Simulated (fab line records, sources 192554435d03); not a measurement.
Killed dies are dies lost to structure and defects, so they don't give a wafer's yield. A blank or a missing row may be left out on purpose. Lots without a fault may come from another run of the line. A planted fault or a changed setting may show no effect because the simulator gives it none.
Split-lot experiment | flow n5_finfet | 7 lots, 21 wafers read, on a route of 1938 steps

THE SPLIT
At N5_DUMMY_GATE_ETCH_37 (etches SOC in N2/H2, target depth 60 nm, overetch 30 nm), the setting source_w was moved away from the recipe's 840 W on 4 of the 21 wafers read, by +5.6% to +10.7%. The other wafers ran this setting at the recipe's value.

The reading is taken at the split's own step.

THE READING
rf_vpp_V, in V, at N5_DUMMY_GATE_ETCH_37 (etches SOC in N2/H2, target depth 60 nm, overetch 30 nm). Fault-free wafers of this fab line usually give 523.5 V, standard deviation 2.2 V.

wafer  | tool, chamber at the split | source_w as run, W | against the recipe | rf_vpp_V, V | against lot-mates on the recipe
L074.1 | rie_diel-02, 2             | 840                | recipe             | 523.9       | -
L074.2 | rie_diel-02, 1             | 840                | recipe             | 519.2       | -
L074.6 | rie_diel-02, 2             | 840                | recipe             | 525.1       | -
L075.1 | rie_diel-04, 3             | 840                | recipe             | 521.2       | -
L075.2 | rie_diel-04, 1             | 840                | recipe             | 521.8       | -
L075.3 | rie_diel-04, 0             | 840                | recipe             | 524.4       | -
L082.2 | rie_diel-02, 0             | 914.4              | +8.9%              | 508.9       | -15.0
L082.3 | rie_diel-02, 2             | 840                | recipe             | 524.1       | -
L082.5 | rie_diel-02, 0             | 840                | recipe             | 523.6       | -
L084.2 | rie_diel-05, 0             | 840                | recipe             | 523.6       | -
L084.3 | rie_diel-05, 3             | 840                | recipe             | 522.8       | -
L084.6 | rie_diel-05, 2             | 840                | recipe             | 523.3       | -
L085.1 | rie_diel-02, 1             | 840                | recipe             | 519.8       | -
L085.4 | rie_diel-02, 3             | 887.3              | +5.6%              | 514.2       | -7.6
L085.6 | rie_diel-02, 3             | 840                | recipe             | 523.8       | -
L087.1 | rie_diel-04, 1             | 840                | recipe             | 520.1       | -
L087.2 | rie_diel-04, 2             | 930.2              | +10.7%             | 510.0       | -9.6
L087.5 | rie_diel-04, 3             | 840                | recipe             | 519.1       | -
L097.1 | rie_diel-02, 1             | 840                | recipe             | 529.7       | -
L097.2 | rie_diel-02, 0             | 906.9              | +8.0%              | 510.5       | -16.5
L097.5 | rie_diel-02, 2             | 840                | recipe             | 524.3       | -

THE FIT
A straight line over all 21 wafers: rf_vpp_V changes by -1.42 V for each +1% of source_w; r = -0.89; the points scatter about the line by 2.5 V.
The same after taking each lot's own level away (the mean of its wafers on the recipe; 21 wafers): -1.41 V for each +1%; r = -0.90; scatter 2.4 V.
On that fit, the largest move of source_w shifts the reading by 15 V.
The lots' own levels span 519.60 to 527.00 V, that is 3.4 times the standard deviation above.
So the lot-to-lot level changes the slope little: the two slopes agree.
Check: with one of the wafers moved furthest among these (+10.7%) left out of the fit, the line predicts -19 V for it against its lot-mates. It came out at -9.6 V against them.
Tool readings at the split's step, against how far the setting was moved: rf_vpp_V r = -0.89.

OTHER SPLITS ON THESE WAFERS
These wafers also went through other splits before the reading. Each is held against what the fit with the lots' levels taken away leaves over:
other split on the same wafers        | wafers away from the commonest value | r with rf_vpp_V (lot level and that fit taken away)
N5_WELL_APT_EXPOSE_22 dose_mj         | 8                                    | -0.26
N5_WELL_APT_PEB_23 peb_time_s         | 10                                   | -0.10
N5_FIN_SAQP_COAT_49 spin_rpm          | 11                                   | -0.23
N5_FIN_SAQP_DEVELOP_15 develop_time_s | 7                                    | -0.04
N5_FIN_CUT_CUT_ETCH_15 time_s         | 11                                   | +0.09
N5_DUMMY_GATE_DESCUM_20 time_s        | 6                                    | -0.18

THE FILE'S OWN FIT
rf_vpp_V changes by -1.42 V for each +1% of source_w, r = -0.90.
